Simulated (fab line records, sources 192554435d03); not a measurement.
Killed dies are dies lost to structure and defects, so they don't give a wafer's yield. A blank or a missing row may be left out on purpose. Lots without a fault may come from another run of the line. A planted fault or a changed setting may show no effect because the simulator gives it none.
fab line records | flow n5_finfet
record lots=6 wafers=18 last_day=19
route steps=1938 shown STI_FIN_REVEAL@211 DUMMY_GATE@212 PASSIVATION@1936
lots that met no fault: from a run of the same line without faults
start_h: hours from the record's first day to the start of the lot's first wafer shown | wait_h: hours since the lot's step before | " the same as in the row above | L1.1+2: a row that stands for several wafers | - no value, or no start given | * or withheld: withheld | < > ~ a bound
route shown NAME@n: a module of which the file shows steps, and the number in the route of the first | usual: mean/standard deviation of fault-free wafers | same: alike in all rows | chamber/n: place in a boat | sites: the reading at each site | _std_site: their standard deviation | _edge_site: outer sites' mean less inner sites' | radius_mm: how far each site lies from the wafer's centre | mask NAME#n: copy n | behind: the tool/chamber that last shaped the wafer | hold: why the lot was held/for how many hours/how that ended | device: the transistor (n, p or np) that didn't switch | end of line: the same wafers' tests at the end of the route | a step without rows: its recipe alone | killed: dies lost to structure and defects at the first sort, not the wafer's yield | map: a wafer's dies, x killed, . not, _ none there
set.NAME: the setting as run; set.NAME@STEP: as run at that earlier step | model.NAME: the simulator's own value behind a step, which no gauge read
lots at some steps of the route; a table a step, a row a wafer
services: from which hour (start_h, from the record's first day; less than 0 if before it) a tool's chamber was out of use, for how many hours, and why
## steps
# step N5_STI_FIN_REVEAL_INSPECT_13
# recipe inspect_instrument=darkfield mode=post_clean
# usual raw_defect_count=11/4.9
# columns lot.wafer tool chamber start_h wait_h raw_defect_count
L641.2 defect_inspect-02 - 68.42 0.0 11
L641.5 " - " " 8
L641.6 " - " " 9
L642.1 defect_inspect-02 - 74.10 0.0 8
L642.2 " - " " 3
L642.6 " - " " 9
L645.2 defect_inspect-02 - 94.44 0.0 6
L645.3 " - " " 11
L645.6 " - " " 8
L647.3 defect_inspect-02 - 104.46 0.0 6
L647.4 " - " " 9
L647.5 " - " " 2
L649.1 defect_inspect-02 - 115.42 0.0 6
L649.5 " - " " 13
L649.6 " - " " 5
L658.1 defect_inspect-01 - 169.84 0.0 12
L658.4 " - " " 9
L658.6 " - " " 13
# step N5_DUMMY_GATE_PRECLEAN_00
# recipe chemistry=O3/DIW time_s=60 temp_c=22 o3_ppm=10
# step N5_DUMMY_GATE_SRD_01
# recipe time_s=30 temp_c=23 rinse_liquid=diw dry=ipa_marangoni
# step N5_DUMMY_GATE_ALD_02
# recipe material=SiO2 target_thk_a=20 temp_c=300 ald_precursor_family=BDEAS ald_co_reactant=O2-plasma pulse_time_s=1 pressure_torr=2
# usual heater_power_w=454/33 precursor_pulse_height_rel=0.999/0.019
# same pulse_time_s=1
# columns lot.wafer tool chamber start_h wait_h heater_power_w precursor_pulse_height_rel
L641.2 ald_sin-02 2 68.51 0.0 439 0.979
L641.5 " 2 " " 444 1.001
L641.6 " 1 " " 516 1.007
L642.1 ald_sin-01 2 74.19 0.0 464 1.008
L642.2 " 3 " " 432 0.996
L642.6 " 2 " " 466 1.000
L645.2 ald_sin-01 3 95.57 1.1 432 1.009
L645.3 " 1 " " 410 1.013
L645.6 " 1 " " 406 1.007
L647.3 ald_sin-01 0 104.55 0.0 478 1.006
L647.4 " 1 " " 409 0.994
L647.5 " 1 " " 411 0.992
L649.1 ald_sin-04 3 115.57 0.1 452 0.999
L649.5 " 1 " " 446 0.986
L649.6 " 0 " " 415 0.963
L658.1 ald_sin-01 1 170.94 1.0 412 0.994
L658.4 " 3 " " 435 0.984
L658.6 " 0 " " 471 0.994
# step N5_DUMMY_GATE_CVD_03
# recipe material=a-Si target_thk_a=1500 temp_c=530 precursor=SiH4 time_s=8042
# step N5_DUMMY_GATE_PRECLEAN_46
# recipe chemistry=DIW time_s=89.5 temp_c=23
# step N5_DUMMY_GATE_SRD_47
# recipe dry_time_s=32 dry=n2_spin spin_rpm=1500
# step N5_DUMMY_GATE_CMP_04
# recipe material=a-Si post_cmp_clean=alkaline_brush
# usual edge_zone_pressure_frac=1.000/0.0055 motor_current_A=9.6/1.3 time_to_endpoint_s=13.8/2.4
# columns lot.wafer tool chamber start_h wait_h edge_zone_pressure_frac motor_current_A time_to_endpoint_s
L641.2 cmp-02 1 72.43 0.1 0.995 8.6 15.4
L641.5 " 3 " " 1.004 10.4 15.0
L641.6 " 0 " " 1.010 10.1 16.9
L642.2 cmp-01 1 78.03 0.0 1.002 8.9 16.0
L642.1 " 2 " " 1.013 9.8 16.6
L642.6 " 1 " " 1.005 8.6 18.3
L645.2 cmp-04 0 99.48 0.1 1.000 8.9 12.4
L645.3 " 1 " " 0.989 9.0 10.8
L645.6 " 3 " " 0.992 8.1 14.7
L647.4 cmp-01 2 110.25 0.1 0.985 9.8 17.6
L647.3 " 3 " " 0.997 10.0 10.4
L647.5 " 1 " " 1.002 10.0 17.0
L649.1 cmp-01 0 119.41 0.0 0.999 11.0 10.7
L649.6 " 0 " " 0.990 10.8 11.1
L649.5 " 1 " " 0.999 9.2 16.8
L658.1 cmp-04 2 174.79 0.0 1.007 11.4 12.6
L658.4 " 3 " " 0.999 7.7 11.1
L658.6 " 2 " " 1.006 11.5 9.1
# step N5_DUMMY_GATE_THK_MEAS_05
# usual thk_nm=72.2/1.4
# columns lot.wafer tool chamber start_h wait_h thk_nm
L641.2 film_metro-01 - 72.61 0.1 73.7
L641.5 " - " " 73.8
L641.6 " - " " 74.9
L642.1 film_metro-01 - 78.27 0.2 73.2
L642.2 " - " " 74.1
L642.6 " - " " 72.3
L645.2 film_metro-02 - 99.66 0.1 71.3
L645.3 " - " " 70.4
L645.6 " - " " 71.1
L647.3 film_metro-01 - 110.47 0.2 69.6
L647.4 " - " " 71.3
L647.5 " - " " 71.3
L649.1 film_metro-01 - 119.66 0.2 70.2
L649.5 " - " " 72.6
L649.6 " - " " 70.4
L658.1 film_metro-01 - 175.03 0.2 71.9
L658.4 " - " " 72.4
L658.6 " - " " 72.8
# step N5_DUMMY_GATE_HM_DEP_06
# recipe material=SiNx target_thk_a=800 precursor=DCS/NH3 temp_c=700 pressure_mtorr=300 time_s=5141
# step N5_DUMMY_GATE_PECVD_30
# recipe material=SiO2 target_thk_a=550 temp_c=400 precursor=TEOS/O2 pressure_torr=6.5 rf_w=withheld teos_flow_sccm=withheld gas=O2 flow_sccm=2650 time_s=10.8
# step N5_DUMMY_GATE_COAT_34
# recipe resist=SOC temp_c=250 time_s=60 spin_rpm=1500 resist_thk_nm=60
# step N5_DUMMY_GATE_COAT_35
# recipe resist=SiARC temp_c=220 time_s=60 spin_rpm=1500 resist_thk_nm=10
# usual plate_temp_C=219.99/0.17 resist_line_temp_C=23.00/0.11 spin_speed_rpm=1499.9/0.97
# columns lot.wafer tool chamber start_h wait_h plate_temp_C resist_line_temp_C spin_speed_rpm model.SiARC_of_DUMMY_GATE_COAT_35.thk_nm
L641.2 litho_track-03 0 76.64 - 220.01 23.14 1498.5 10
L641.5 " 0 " " 219.90 22.83 1498.9 10
L641.6 " 0 " " 219.94 23.19 1499.1 10
L642.1 litho_track-02 0 82.30 - 220.01 23.04 1500.4 10
L642.2 " 0 " " 220.07 22.91 1500.2 10
L642.6 " 0 " " 220.28 23.02 1499.1 10
L645.2 litho_track-02 0 103.70 - 220.01 23.07 1388.3 10.4
L645.3 " 0 " " 220.17 22.99 1388.9 10.4
L645.6 " 0 " " 220.08 23.07 1388.8 10.4
L647.3 litho_track-03 0 114.49 - 220.10 23.11 1500.3 10
L647.4 " 0 " " 220.20 23.06 1500.3 10
L647.5 " 0 " " 220.11 23.30 1500.2 10
L649.1 litho_track-02 0 123.69 - 219.96 22.95 1386.7 10.4
L649.5 " 0 " " 219.92 22.96 1387.3 10.4
L649.6 " 0 " " 219.96 22.88 1387.1 10.4
L658.1 litho_track-02 0 179.06 - 219.81 23.04 1500.7 10
L658.4 " 0 " " 220.30 22.93 1499.8 10
L658.6 " 0 " " 220.00 22.79 1500.0 10
# step N5_DUMMY_GATE_COAT_28
# recipe resist=underlayer temp_c=205 time_s=60 spin_rpm=1500 resist_thk_nm=10
# step N5_DUMMY_GATE_COAT_09
# recipe resist=CAR-EUV spin_rpm=1500 resist_thk_nm=30
# step N5_DUMMY_GATE_EBR_11
# recipe solvent=PGMEA ebr_width_mm=1.5
# step N5_DUMMY_GATE_SOFTBAKE_10
# recipe temp_c=110 time_s=60 resist=CAR-EUV
# step N5_DUMMY_GATE_EXPOSE_12
# recipe mask_id=GATE na=0.33 source_shape=annular sigma_inner=0.2 sigma_outer=0.6 polarization=unpolarized target_cd_nm=25 dose_mj=34
# step N5_DUMMY_GATE_PEB_13
# recipe peb_temp_c=100 peb_time_s=60 resist=CAR-EUV
# step N5_DUMMY_GATE_DEVELOP_14
# recipe develop_time_s=30 developer=TMAH resist=CAR-EUV rinse_liquid=surfactant_rinse dry=air_spin dev_temp_c=23
# step N5_DUMMY_GATE_CD_MEAS_15
# recipe target_cd_nm=25.8 landing_energy_ev=500 detector=se_inlens
# usual cd_nm=25.01/0.26
# columns lot.wafer tool chamber start_h wait_h cd_nm
L641.2 cd_sem-03 0 76.90 - 25.02
L641.5 " 0 " " 24.66
L641.6 " 0 " " 24.99
L642.1 cd_sem-03 0 82.56 - 25.09
L642.2 " 0 " " 24.59
L642.6 " 0 " " 24.77
L645.2 cd_sem-02 0 104.09 - 25.39
L645.3 " 0 " " 24.94
L645.6 " 0 " " 25.46
L647.3 cd_sem-02 0 114.93 - 25.42
L647.4 " 0 " " 25.22
L647.5 " 0 " " 25.04
L649.1 cd_sem-03 0 124.07 - 24.72
L649.5 " 0 " " 24.48
L649.6 " 0 " " 24.83
L658.1 cd_sem-02 0 179.45 - 24.79
L658.4 " 0 " " 24.42
L658.6 " 0 " " 24.75
# step N5_DUMMY_GATE_OVL_MEAS_16
# recipe points_per_wafer=522
# usual GATE_OVL=0.3/0.68
# columns lot.wafer tool chamber start_h wait_h GATE_OVL[nm]
L641.2 overlay-02 0 76.94 0.0 -0.7
L641.5 " 0 " " 0.9
L641.6 " 0 " " 0.6
L642.1 overlay-02 0 82.60 0.0 -0.1
L642.2 " 0 " " -0.4
L642.6 " 0 " " -0.6
L645.2 overlay-02 0 104.13 0.0 1.3
L645.3 " 0 " " 0.3
L645.6 " 0 " " 1.1
L647.3 overlay-01 0 114.97 0.0 -0.2
L647.4 " 0 " " 0.6
L647.5 " 0 " " 0.1
L649.1 overlay-01 0 124.11 0.0 -0.5
L649.5 " 0 " " -0.6
L649.6 " 0 " " 1.2
L658.1 overlay-01 0 179.49 0.0 -0.1
L658.4 " 0 " " 0.8
L658.6 " 0 " " 1.0
# step N5_DUMMY_GATE_INSPECT_17
# recipe mode=adi inspect_instrument=brightfield
# usual raw_defect_count=189/43
# columns lot.wafer tool chamber start_h wait_h raw_defect_count
L641.2 defect_inspect-01 - 77.00 0.0 135
L641.5 " - " " 168
L641.6 " - " " 192
L642.1 defect_inspect-02 - 82.66 0.1 165
L642.2 " - " " 186
L642.6 " - " " 172
L645.2 defect_inspect-01 - 104.18 0.0 145
L645.3 " - " " 144
L645.6 " - " " 181
L647.3 defect_inspect-01 - 115.02 0.0 208
L647.4 " - " " 166
L647.5 " - " " 145
L649.1 defect_inspect-01 - 124.18 0.1 141
L649.5 " - " " 187
L649.6 " - " " 184
L658.1 defect_inspect-02 - 179.54 0.1 160
L658.4 " - " " 157
L658.6 " - " " 137
# step N5_DUMMY_GATE_DESCUM_20
# recipe chemistry=O2 time_s=6.2 source_power_w=50 bias_power_w=20 pressure_mtorr=20 rf_frequency_hz=2.712e+07 temp_c=40 resist=CAR-EUV o2_flow_sccm=225
# usual drypump_motor_current_A=6.1/0.46 oes_product_au=0.77/0.071 rf_vpp_V=243.0/1.3 showerhead_plenum_p_Torr=2.08/0.064 throttle_valve_pct=20.47/0.19
# columns lot.wafer tool chamber start_h wait_h drypump_motor_current_A oes_product_au rf_hours_counter_h rf_vpp_V showerhead_plenum_p_Torr throttle_valve_pct
L641.2 rie_diel-02 3 77.09 0.1 6.5 0.81 79 242.5 2.03 20.59
L641.5 " 1 " " 5.7 0.73 - 245.1 2.19 20.44
L641.6 " 2 " " 5.8 0.73 - 243.3 2.07 20.41
L642.1 rie_diel-02 2 82.71 0.1 5.9 0.73 184 241.6 2.07 20.40
L642.2 " 3 " " 6.5 0.82 81 241.7 2.03 20.60
L642.6 " 3 " " 6.5 0.82 - 240.9 2.03 20.60
L645.2 rie_diel-02 2 104.22 0.0 5.9 0.71 191 245.5 2.07 20.44
L645.3 " 3 " " 6.5 0.81 89 240.5 2.03 20.61
L645.6 " 2 " " 5.8 0.71 - 241.6 2.07 20.43
L647.3 rie_diel-05 0 115.05 0.0 6.0 0.71 248 243.9 2.14 20.35
L647.4 " 3 " " 5.2 0.75 171 242.8 2.09 20.40
L647.5 " 3 " " 5.2 0.75 - 244.5 2.09 20.40
L649.1 rie_diel-02 1 124.24 0.1 5.7 0.73 157 244.3 2.18 20.45
L649.5 " 0 " " 6.5 0.75 - 241.7 2.10 20.71
L649.6 " 3 " " 6.5 0.80 - 241.7 2.03 20.61
L658.1 rie_diel-06 1 179.76 0.2 5.7 0.77 145 240.2 2.02 20.17
L658.4 " 3 " " 5.5 0.71 167 245.1 2.18 20.68
L658.6 " 2 " " 6.7 0.70 - 241.0 1.99 20.65
# step N5_DUMMY_GATE_ETCH_29
# recipe chemistry=N2/H2 target=underlayer target_depth_a=130 ion_energy_ev=200 pressure_mtorr=30 source_w=840 bias_w=150 n2_flow_sccm=200 h2_flow_sccm=200
# usual drypump_motor_current_A=6.1/0.46 oes_product_au=0.77/0.067 rf_vpp_V=523.6/2.4 showerhead_plenum_p_Torr=2.53/0.073 throttle_valve_pct=17.95/0.18
# columns lot.wafer tool chamber start_h wait_h drypump_motor_current_A oes_product_au rf_hours_counter_h rf_vpp_V showerhead_plenum_p_Torr throttle_valve_pct
L641.2 rie_diel-02 3 77.16 0.0 6.5 0.82 79 522.5 2.47 18.13
L641.5 " 1 " " 5.7 0.72 - 526.2 2.65 17.90
L641.6 " 2 " " 5.9 0.74 - 522.6 2.53 17.92
L642.1 rie_diel-02 2 82.78 0.0 5.9 0.73 184 525.3 2.53 17.92
L642.2 " 3 " " 6.5 0.82 81 521.9 2.47 18.12
L642.6 " 3 " " 6.5 0.81 - 522.7 2.47 18.11
L645.2 rie_diel-02 2 104.28 0.0 5.9 0.73 191 523.5 2.53 17.94
L645.3 " 3 " " 6.6 0.81 89 522.0 2.46 18.13
L645.6 " 2 " " 5.8 0.73 - 525.0 2.53 17.93
L647.3 rie_diel-05 0 115.12 0.0 6.0 0.71 248 525.9 2.61 17.89
L647.4 " 3 " " 5.2 0.75 171 525.3 2.53 17.90
L647.5 " 3 " " 5.2 0.75 - 523.8 2.53 17.90
L649.1 rie_diel-02 1 124.30 0.0 5.7 0.70 157 525.6 2.64 17.91
L649.5 " 0 " " 6.5 0.76 - 523.7 2.55 18.17
L649.6 " 3 " " 6.5 0.80 - 521.5 2.46 18.14
L658.1 rie_diel-06 1 179.82 0.0 5.8 0.75 145 521.5 2.46 17.71
L658.4 " 3 " " 5.6 0.74 167 526.0 2.64 18.01
L658.6 " 2 " " 6.7 0.72 - 518.3 2.41 18.07
# step N5_DUMMY_GATE_ETCH_36
# recipe chemistry=CF4 target=SiARC target_depth_a=130 pressure_mtorr=40 source_w=545 bias_w=36 Ar_flow_sccm=100 cf4_flow_sccm=100 ion_energy_ev=80
# usual drypump_motor_current_A=6.1/0.46 oes_product_au=0.77/0.066 rf_vpp_V=184.0/1.2 showerhead_plenum_p_Torr=2.13/0.063 throttle_valve_pct=15.65/0.18
# columns lot.wafer tool chamber start_h wait_h drypump_motor_current_A oes_product_au rf_hours_counter_h rf_vpp_V showerhead_plenum_p_Torr throttle_valve_pct
L641.2 rie_diel-02 3 77.20 0.0 6.6 0.83 79 184.7 2.07 15.61
L641.5 " 1 " " 5.7 0.72 - 185.4 2.22 15.58
L641.6 " 2 " " 5.8 0.74 - 183.9 2.12 15.69
L642.1 rie_diel-02 2 82.82 0.0 5.8 0.73 184 183.4 2.12 15.70
L642.2 " 3 " " 6.5 0.82 81 183.4 2.07 15.64
L642.6 " 3 " " 6.5 0.81 - 182.1 2.07 15.65
L645.2 rie_diel-02 2 104.32 0.0 5.9 0.73 191 183.9 2.12 15.71
L645.3 " 3 " " 6.5 0.81 89 183.3 2.06 15.64
L645.6 " 2 " " 5.9 0.73 - 184.3 2.12 15.70
L647.3 rie_diel-05 0 115.16 0.0 5.9 0.72 248 187.5 2.20 15.67
L647.4 " 3 " " 5.2 0.75 171 184.2 2.15 15.71
L647.5 " 3 " " 5.2 0.75 - 183.2 2.15 15.71
L649.1 rie_diel-02 1 124.34 0.0 5.7 0.71 157 185.0 2.22 15.59
L649.5 " 0 " " 6.5 0.75 - 184.8 2.14 15.78
L649.6 " 3 " " 6.5 0.80 - 182.6 2.06 15.64
L658.1 rie_diel-06 1 179.86 0.0 5.7 0.75 145 183.1 2.06 15.36
L658.4 " 3 " " 5.5 0.74 167 184.7 2.23 15.80
L658.6 " 2 " " 6.7 0.71 - 182.1 2.05 15.92
# step N5_DUMMY_GATE_ETCH_37
# recipe chemistry=N2/H2 target=SOC target_depth_a=600 overetch_a=300 temp_c=40 ion_energy_ev=200 pressure_mtorr=30 source_w=840 bias_w=150 n2_flow_sccm=200 h2_flow_sccm=200
# usual drypump_motor_current_A=6.1/0.46 oes_product_au=0.61/0.051 rf_vpp_V=523.4/2.2 showerhead_plenum_p_Torr=2.53/0.073 throttle_valve_pct=17.88/0.18
# columns lot.wafer tool chamber start_h wait_h drypump_motor_current_A oes_product_au rf_hours_counter_h rf_vpp_V showerhead_plenum_p_Torr throttle_valve_pct model.SiARC_of_DUMMY_GATE_COAT_35.thk_nm
L641.2 rie_diel-02 3 77.24 0.0 6.6 0.66 79 521.6 2.47 18.04 5
L641.5 " 1 " " 5.7 0.59 - 526.5 2.65 17.82 5.2
L641.6 " 2 " " 5.9 0.57 - 523.0 2.53 17.86 4.8
L642.1 rie_diel-02 2 82.86 0.0 5.8 0.57 184 523.3 2.53 17.84 4.8
L642.2 " 3 " " 6.5 0.65 81 523.0 2.47 18.05 5
L642.6 " 3 " " 6.5 0.66 - 523.3 2.47 18.06 5
L645.2 rie_diel-02 2 104.36 0.0 5.8 0.57 192 523.1 2.53 17.85 5.2
L645.3 " 3 " " 6.5 0.64 89 521.5 2.46 18.05 5.6
L645.6 " 2 " " 5.8 0.56 - 524.6 2.53 17.86 5.2
L647.3 rie_diel-05 0 115.20 0.0 6.0 0.56 248 525.5 2.61 17.81 4.8
L647.4 " 3 " " 5.2 0.59 171 523.6 2.53 17.82 5
L647.5 " 3 " " 5.2 0.60 - 524.1 2.53 17.82 5
L649.1 rie_diel-02 1 124.38 0.0 5.7 0.58 157 526.6 2.64 17.84 5.6
L649.5 " 0 " " 6.6 0.60 - 525.0 2.55 18.09 5.2
L649.6 " 3 " " 6.5 0.63 - 522.9 2.46 18.08 5.4
L658.1 rie_diel-06 1 179.90 0.0 5.8 0.61 145 521.2 2.46 17.64 5.2
L658.4 " 3 " " 5.6 0.57 167 526.4 2.64 17.95 4.6
L658.6 " 2 " " 6.7 0.56 - 518.6 2.41 17.98 4.8
# step N5_DUMMY_GATE_STRIP_38
# recipe chemistry=N2/H2 temp_c=40 n2_flow_sccm=200 h2_flow_sccm=200 rf_frequency_hz=6e+07
# step N5_PASSIVATION_PROBE_49
# usual killed_at_M0_to_M3=33/11 killed_at_M4_up=15/6.2 killed_at_contacts=13/6.5 killed_at_front_end=38/11 killed_at_other=3.4/2.6 killed_dies=102/17 killed_on_rim=13/4.1 killed_open=67/12 killed_short=34/7.9
# same gross_dies=1180 killed_at_back_side=0
# columns lot.wafer tool chamber start_h wait_h killed_at_M0_to_M3 killed_at_M4_up killed_at_contacts killed_at_front_end killed_at_other killed_dies killed_on_rim killed_open killed_short
L641.2 prober-01 - 304.41 0.1 34 16 7 30 2 89 10 56 28
L641.5 prober-01 - 304.56 0.2 36 6 5 33 4 84 10 52 30
L641.6 prober-01 - 304.61 0.3 34 14 11 40 3 102 15 81 20
L645.2 prober-02 - 340.72 0.4 49 6 11 51 1 118 13 76 38
L645.3 prober-02 - 340.77 0.4 52 13 1 56 2 124 19 78 44
L645.6 prober-02 - 340.92 0.6 57 8 4 40 5 114 19 69 43
L642.1 prober-01 - 346.02 0.0 34 12 18 48 0 112 15 69 39
L642.2 prober-01 - 346.07 0.1 40 12 6 43 8 109 8 73 35
L642.6 prober-01 - 346.27 0.3 29 10 15 30 5 89 10 62 27
L647.3 prober-02 - 346.76 0.1 26 26 14 33 7 106 24 66 39
L647.4 prober-02 - 346.81 0.2 30 14 13 53 3 113 21 66 47
L647.5 prober-02 - 346.86 0.2 38 26 6 34 0 104 16 71 32
L649.1 prober-02 - 388.84 0.0 39 11 6 19 4 79 7 52 25
L649.5 prober-02 - 389.04 0.2 17 9 13 24 5 68 7 43 25
L649.6 prober-02 - 389.09 0.3 20 13 10 23 3 69 7 45 23
# killed by level:class
L641.2 BEOL_M3:geometric_particle:open=13 BEOL_M2:geometric_particle:open=8 MOL_CONTACT_COAG:geometric_particle:open=7 STI_FIN_REVEAL:geometric_particle:open=6 GATE_CUT:geometric_particle:short=6 DUMMY_GATE:geometric_particle:open=5 BEOL_M0_SAQP:geometric_particle:open=4 DUMMY_GATE:geometric_particle:short=3
L641.5 BEOL_M0_SAQP:geometric_particle:open=14 BEOL_M0_SAQP:geometric_particle:short=13 DUMMY_GATE:geometric_particle:open=8 STI_FIN_REVEAL:geometric_particle:open=7 STARTING-WAFER:geometric_particle:short=6 GATE_CUT:geometric_particle:short=5 MOL_CONTACT_COAG:geometric_particle:open=4 BEOL_M3:geometric_particle:open=4
L641.6 STI_FIN_REVEAL:geometric_particle:open=14 MOL_CONTACT_COAG:geometric_particle:open=10 BEOL_M0_SAQP:geometric_particle:open=8 DUMMY_GATE:geometric_particle:open=7 BEOL_M0_SAQP:geometric_particle:short=6 BEOL_M0:geometric_particle:open=6 BEOL_M2:geometric_particle:open=5 BEOL_M3:geometric_particle:open=5
L645.2 FIN_SAQP:geometric_particle:short=14 BEOL_M0_SAQP:geometric_particle:open=13 BEOL_M1:geometric_particle:open=11 BEOL_M0_SAQP:geometric_particle:short=10 MOL_CONTACT_COAG:geometric_particle:open=9 FIN_SAQP:geometric_particle:open=8 BEOL_M3:geometric_particle:open=7 STI_FIN_REVEAL:geometric_particle:open=5
L645.3 BEOL_M3:geometric_particle:open=14 FIN_SAQP:geometric_particle:short=12 FIN_SAQP:geometric_particle:open=12 GATE_CUT:geometric_particle:short=9 BEOL_M0_SAQP:geometric_particle:short=9 BEOL_M1:geometric_particle:open=9 STI_FIN_REVEAL:geometric_particle:open=8 BEOL_M0_SAQP:geometric_particle:open=7
L645.6 BEOL_M0_SAQP:geometric_particle:short=20 BEOL_M0_SAQP:geometric_particle:open=15 FIN_SAQP:geometric_particle:short=10 FIN_SAQP:geometric_particle:open=10 BEOL_M3:geometric_particle:open=10 BEOL_M1:geometric_particle:open=8 STI_FIN_REVEAL:geometric_particle:open=7 MOL_CONTACT_COAG:geometric_particle:open=4
L642.1 MOL_CONTACT_COAG:geometric_particle:open=13 STI_FIN_REVEAL:geometric_particle:open=12 BEOL_M2:geometric_particle:open=10 FIN_SAQP:geometric_particle:open=8 BEOL_M0_SAQP:geometric_particle:short=6 GATE_CUT:geometric_particle:short=5 MOL_CONTACT_COAG:geometric_particle:short=5 BEOL_M2:geometric_particle:short=5
L642.2 STI_FIN_REVEAL:geometric_particle:open=13 BEOL_M0_SAQP:geometric_particle:short=10 BEOL_M2:geometric_particle:open=10 FIN_SAQP:geometric_particle:open=9 BEOL_M1:geometric_particle:open=7 BEOL_M4:geometric_particle:open=6 FIN_SAQP:geometric_particle:short=4 GATE_CUT:geometric_particle:open=4
L642.6 MOL_CONTACT_COAG:geometric_particle:open=12 BEOL_M2:geometric_particle:open=11 STI_FIN_REVEAL:geometric_particle:open=5 DUMMY_GATE:geometric_particle:open=5 GATE_CUT:geometric_particle:short=5 FIN_SAQP:geometric_particle:open=4 BEOL_M0_SAQP:geometric_particle:short=4 BEOL_M1:geometric_particle:open=4
L647.3 MOL_CONTACT_COAG:geometric_particle:open=13 FIN_SAQP:geometric_particle:short=10 BEOL_M4:geometric_particle:open=10 BEOL_M1:geometric_particle:open=9 BEOL_M5:geometric_particle:open=5 BEOL_M2:geometric_particle:open=4 BEOL_M4:geometric_particle:short=4 FIN_SAQP:geometric_particle:open=3
L647.4 FIN_SAQP:geometric_particle:short=20 FIN_SAQP:geometric_particle:open=13 MOL_CONTACT_COAG:geometric_particle:open=10 BEOL_M1:geometric_particle:short=8 BEOL_M1:geometric_particle:open=8 GATE_CUT:geometric_particle:open=4 BEOL_M0_SAQP:geometric_particle:open=4 DUMMY_GATE:geometric_particle:open=3
L647.5 BEOL_M4:geometric_particle:open=15 FIN_SAQP:geometric_particle:open=13 BEOL_M1:geometric_particle:open=13 FIN_SAQP:geometric_particle:short=7 BEOL_M1:geometric_particle:short=7 BEOL_M2:geometric_particle:open=7 MOL_CONTACT_COAG:geometric_particle:open=5 STI_FIN_REVEAL:geometric_particle:open=4
L649.1 BEOL_M1:geometric_particle:open=11 BEOL_M2:geometric_particle:open=8 FIN_SAQP:geometric_particle:open=5 BEOL_M0_SAQP:geometric_particle:open=5 BEOL_M0_SAQP:geometric_particle:short=5 BEOL_M3:geometric_particle:short=4 STI_FIN_REVEAL:geometric_particle:open=3 MOL_CONTACT_COAG:geometric_particle:short=3
L649.5 FIN_SAQP:geometric_particle:open=8 MOL_CONTACT_COAG:geometric_particle:open=8 MOL_CONTACT_COAG:geometric_particle:short=5 BEOL_M5:geometric_particle:short=5 BEOL_M0_SAQP:geometric_particle:open=4 STARTING-WAFER:geometric_particle:open=4 BEOL_M0_SAQP:geometric_particle:short=3 BEOL_M1:geometric_particle:open=3
L649.6 MOL_CONTACT_COAG:geometric_particle:open=7 FIN_SAQP:geometric_particle:open=4 BEOL_M1:geometric_particle:open=4 BEOL_M6:geometric_particle:open=4 STARTING-WAFER:geometric_particle:short=4 STARTING-WAFER:geometric_particle:open=4 GATE_CUT:geometric_particle:short=3 MOL_CONTACT_COAG:geometric_particle:short=3
## services
# columns tool chamber start_h hours kind
cmp-02 - 45.90 9.5 pm
rie_diel-06 0 51.53 - clean
rie_diel-06 0 51.53 - consumable_replace:focus_ring
rie_diel-06 0 51.53 14.0 scheduled_down
rie_diel-06 0 51.53 14.0 vent_cycle
rie_diel-05 - 51.87 28.1 pm
rie_diel-02 0 52.41 13.2 repair
cmp-02 - 55.45 2.1 repair
ald_sin-04 3 64.33 5.4 repair
cmp-02 - 84.45 4.4 repair
ald_sin-02 - 85.25 14.0 pm
rie_diel-02 1 93.14 16.4 repair
litho_track-02 - 99.72 - consumable_replace:filter
ald_sin-01 - 121.04 14.6 pm
rie_diel-05 0 122.27 - clean
rie_diel-05 0 122.27 - consumable_replace:focus_ring
rie_diel-05 0 122.27 24.0 scheduled_down
rie_diel-05 0 122.27 24.0 vent_cycle
cmp-01 - 125.98 4.0 pm
cmp-01 - 138.77 0.6 repair
ald_sin-02 3 159.26 1.7 repair
cmp-04 - 160.49 4.0 pm
cmp-01 - 176.50 1.6 repair
ald_sin-01 - 177.59 14.0 pm
## key
first_sign step=N5_DUMMY_GATE_COAT_35 reading=spin_speed_rpm direction=down sigmas=99+ usual=* struck=*
effect none on later readings
model_effect step=N5_DUMMY_GATE_COAT_35 value=SiARC_of_DUMMY_GATE_COAT_35.thk_nm without=10 struck=10.4
model_effect step=N5_DUMMY_GATE_ETCH_37 value=SiARC_of_DUMMY_GATE_COAT_35.thk_nm without=4.967 struck=5.367
met_at N5_DUMMY_GATE_COAT_35
struck_wafers L645.2,L645.3,L645.6,L649.1,L649.5,L649.6
tester_left_out L645,L649
onset_between 82.30 103.70
fault kind=process_parameter_drift tool=litho_track-02 chamber=- onset_h=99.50 steps=N5_DUMMY_GATE_COAT_35 channel=spin_rpm offset=* shape=step end_h=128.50 acts_in=* stated=*
# tester_left_out: of these lots the tester's yield and bins aren't shown, on N5 and GAA mostly nor the transistor test; their killed dies are dies lost to structure and defects alone, not to doping, threshold or leakage, so they don't give the yield
